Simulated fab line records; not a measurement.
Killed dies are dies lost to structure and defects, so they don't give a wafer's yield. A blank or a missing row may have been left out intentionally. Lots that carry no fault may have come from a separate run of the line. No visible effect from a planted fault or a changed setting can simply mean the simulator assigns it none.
Matching of chambers    flow n5Finfet    4 sister chambers for N5_BEOL_M5_ETCH_68 on rieDiel-02
The step etches SOC in N2/H2, target depth 80 nm, overetch 16 nm, time 120 s. 4 wafers are shown with their chamber, then 8 later ones without.

## WAFERS, EACH WITH ITS CHAMBER
wafer   chamber  showerheadPlenumPTorr (Torr)
L090.2  2        2.51
L087.2  3        2.44
L087.4  1        2.62
L089.2  0        2.53

## WAFERS WITH NO CHAMBER GIVEN
wafer   showerheadPlenumPTorr (Torr)
L089.4  2.44
L089.5  2.53
L094.2  2.50
L094.3  2.53
L094.4  2.44
L097.2  2.43
L097.4  2.53
L097.6  2.62

## WHICH CHAMBER EACH ONE RAN IN
wafer   from the rows above  in truth
L089.4  3                    3
L089.5  0                    0
L094.2  2                    2
L094.3  0                    0
L094.4  3                    3
L097.2  3                    3
L097.4  0                    0
L097.6  1                    1
Correct placement for 8 of the 8. Number that these rows cannot place: 0. Number placed wrongly: 0.
How it was worked out, from the rows above alone: a wafer's distance from a chamber is the root of the sum, over the readings, of the square of ((its reading less the chamber's mean) divided by the reading's scatter). If the next closest chamber is less than 2 further off than the closest, the wafer can't be placed; otherwise it belongs to the closest. For every chamber, the mean is computed from those of its wafers that are shown. The scatter: with one shown wafer a chamber, the root of the mean of the squares of how far each hidden wafer lies from its nearest shown one.
